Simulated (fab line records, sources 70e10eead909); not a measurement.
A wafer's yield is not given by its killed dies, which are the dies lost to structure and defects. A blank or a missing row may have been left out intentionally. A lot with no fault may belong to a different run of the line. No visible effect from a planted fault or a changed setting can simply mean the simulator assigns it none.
Problem report, 8D (eight disciplines) form, completed by code -- flow nand harc -- the parts of the form that need people (team, actions taken, sign-off) are left out

## 1. PROBLEM STATEMENT
raw defect count at NHARC_A_CHANNEL_HOLE_D1_INSPECT_40 reads a mean of 296 on 6 wafers of 2 lots; wafers without a fault read 56 with a standard deviation of 16. Measured from the usual mean, that is +15 standard deviations.
Earliest sighting: wafer L568.1 on defect inspect-01 at day 10 22:07. The record holds 36 wafers of 12 lots with a number at this step. Rule for "out", or "out of limits": more than 4 standard deviations from the usual mean. The rest of the wafers with a number are treated as sound.

## 2. WHAT IT IS; WHAT IT IS NOT
question,is,is not
which readings at this step,raw defect count,-
which lots,"L568, L571","L561, L562, L572, L575, L577, L578, L579, L580, L582, L583"
which wafers of those lots,all that have a number,-
read on which gauges,"defect inspect-01, defect inspect-02",-
when,from day 10 22:07,"up to then (6 sound wafers); but 24 sound wafers of L572, L575, L577, L578, L579, L580, L582, L583 came after"

## 3. THE SUSPECTS, EACH WITH WHAT RULES IT OUT
Counting: a tool at a process step up to the reading stays a suspect if it ran every lot that is out and no sound lot after the first of them.
- ruled out: the gauge at NHARC_A_CHANNEL_HOLE_D1_INSPECT_40. Those wafers that are out were read across 2 gauges (defect inspect-01, defect inspect-02).
- har etch-01 at NHARC_A_CHANNEL_HOLE_D1_ETCH_20 (etches the open film in C4F8/O2/Ar, time 361.9 s, target depth 1600 nm): kept. It processed each lot that is out, first L568 at day 10 16:31, and no sound lot thereafter; up to then, the last sound lot it processed was L562 at day 9 00:38.
The count leaves har etch-01 at NHARC_A_CHANNEL_HOLE_D1_ETCH_20.

## 4. THE CAUSE (what the simulator had put in)
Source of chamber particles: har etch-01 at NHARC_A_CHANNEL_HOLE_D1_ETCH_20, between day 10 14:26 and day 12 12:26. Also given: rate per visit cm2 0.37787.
Counting left only this tool.

## 5. THE CHAIN OF EFFECTS, in route order
One row per reading whose mean, taken over the struck wafers that have a number, lies over 3 standard deviations from the usual. Only readings whose record carries a usual standard deviation are examined. hours: median over the lots of the time between each lot's start at the first step of this table that gives one and its start at this step. sigmas: the change, counted in usual standard deviations.
hours,step,reading,usual,on struck wafers,change,sigmas
0,NHARC_A_CHANNEL_HOLE_D1_INSPECT_40,raw defect count,56,296,+240,+15
256,NHARC_END_SORT_01,killed at array,31,94,+64,+5.8
256,NHARC_END_SORT_01,killed dies,34,97,+63,+5.2

## 6. WHAT WOULD HAVE CAUGHT IT SOONER
Counted from the fault's start at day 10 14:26, it took 8 hours until the first out-of-limits reading at a measuring or inspecting step in this record, taken at day 10 22:07.
Of the tool readings at NHARC_A_CHANNEL_HOLE_D1_ETCH_20 for which the record gives a usual standard deviation, none was out on any struck wafer, so an alarm limit of 4 standard deviations on them would not have fired.
Of the lots that are out (2), L571 began NHARC_A_CHANNEL_HOLE_D1_ETCH_20 on har etch-01 after day 10 22:07. Holding the tool at that time would have saved it.
